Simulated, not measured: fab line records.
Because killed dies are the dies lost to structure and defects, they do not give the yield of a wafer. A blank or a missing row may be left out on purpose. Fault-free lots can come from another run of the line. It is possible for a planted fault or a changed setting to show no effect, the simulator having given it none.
Matching of chambers || flow nand harc || cmp-04 running NHARC_A_CHANNEL_FILL_D2_CMP_10: 4 sister chambers
The step polishes, target thk 150 nm. 16 wafers are shown with their chamber, then 8 later ones without.

== WAFERS, EACH WITH ITS CHAMBER ==
{"wafer": "L076.1", "chamber": 3, "motor current A (A)": 12.2, "time to endpoint s (s)": 15.9}
{"wafer": "L076.4", "chamber": 0, "motor current A (A)": 14.0, "time to endpoint s (s)": 16.2}
{"wafer": "L076.5", "chamber": 0, "motor current A (A)": 13.7, "time to endpoint s (s)": 14.9}
{"wafer": "L079.1", "chamber": 0, "motor current A (A)": 13.3, "time to endpoint s (s)": 13.6}
{"wafer": "L079.2", "chamber": 2, "motor current A (A)": 11.8, "time to endpoint s (s)": 17.3}
{"wafer": "L079.3", "chamber": 3, "motor current A (A)": 12.1, "time to endpoint s (s)": 16.8}
{"wafer": "L081.1", "chamber": 0, "motor current A (A)": 13.5, "time to endpoint s (s)": 16.9}
{"wafer": "L081.3", "chamber": 2, "motor current A (A)": 12.0, "time to endpoint s (s)": 15.3}
{"wafer": "L081.5", "chamber": 3, "motor current A (A)": 12.5, "time to endpoint s (s)": 16.7}
{"wafer": "L082.1", "chamber": 1, "motor current A (A)": 12.7, "time to endpoint s (s)": 13.9}
{"wafer": "L082.2", "chamber": 0, "motor current A (A)": 13.1, "time to endpoint s (s)": 15.6}
{"wafer": "L082.3", "chamber": 3, "motor current A (A)": 12.1, "time to endpoint s (s)": 16.2}
{"wafer": "L087.1", "chamber": 3, "motor current A (A)": 11.9, "time to endpoint s (s)": 19.1}
{"wafer": "L087.2", "chamber": 0, "motor current A (A)": 13.6, "time to endpoint s (s)": 15.4}
{"wafer": "L087.4", "chamber": 1, "motor current A (A)": 12.8, "time to endpoint s (s)": 17.4}
{"wafer": "L089.1", "chamber": 2, "motor current A (A)": 12.4, "time to endpoint s (s)": 18.4}

SIGNATURES (means of the wafers above)
{"reading": "motor current A", "chamber 0": 13.533, "chamber 1": 12.750, "chamber 2": 12.067, "chamber 3": 12.160, "scatter within a chamber": 0.27}
{"reading": "time to endpoint s", "chamber 0": 15.433, "chamber 1": 15.650, "chamber 2": 17.000, "chamber 3": 16.940, "scatter within a chamber": 1.41}
Rule: a wafer lies at a distance from a chamber equal to the root of the sum of squares, over the readings, of (its reading less the chamber's mean, divided by the reading's scatter). The wafer belongs to the nearest chamber; if the next one is less than 2 further off, it can't be placed. The scatter: the root of (the sum of the squares of (reading less its chamber's mean) over the shown wafers, divided by (wafers less chambers)).

== WAFERS WITHOUT THEIR CHAMBER ==
{"wafer": "L089.2", "motor current A (A)": 11.6, "time to endpoint s (s)": 18.1}
{"wafer": "L089.6", "motor current A (A)": 12.7, "time to endpoint s (s)": 17.0}
{"wafer": "L093.1", "motor current A (A)": 13.2, "time to endpoint s (s)": 14.8}
{"wafer": "L093.3", "motor current A (A)": 11.8, "time to endpoint s (s)": 19.2}
{"wafer": "L093.4", "motor current A (A)": 13.5, "time to endpoint s (s)": 17.3}
{"wafer": "L096.1", "motor current A (A)": 11.6, "time to endpoint s (s)": 17.1}
{"wafer": "L096.2", "motor current A (A)": 13.0, "time to endpoint s (s)": 15.7}
{"wafer": "L096.5", "motor current A (A)": 14.1, "time to endpoint s (s)": 17.1}

== WHICH CHAMBER EACH ONE RAN IN ==
{"wafer": "L089.2", "from the rows above": "can't be placed: 2 or 3", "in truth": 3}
{"wafer": "L089.6", "from the rows above": "can't be placed: 1 or 3 or 2", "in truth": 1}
{"wafer": "L093.1", "from the rows above": "can't be placed: 0 or 1", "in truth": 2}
{"wafer": "L093.3", "from the rows above": "can't be placed: 2 or 3", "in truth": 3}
{"wafer": "L093.4", "from the rows above": "can't be placed: 0 or 1", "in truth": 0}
{"wafer": "L096.1", "from the rows above": "can't be placed: 2 or 3", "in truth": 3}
{"wafer": "L096.2", "from the rows above": "can't be placed: 1 or 0", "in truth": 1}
{"wafer": "L096.5", "from the rows above": 0, "in truth": 0}
1 of 8 placed correctly. Unplaceable from these rows: 7, with the true chamber sitting among the candidates in 6. Wrongly placed: 0.
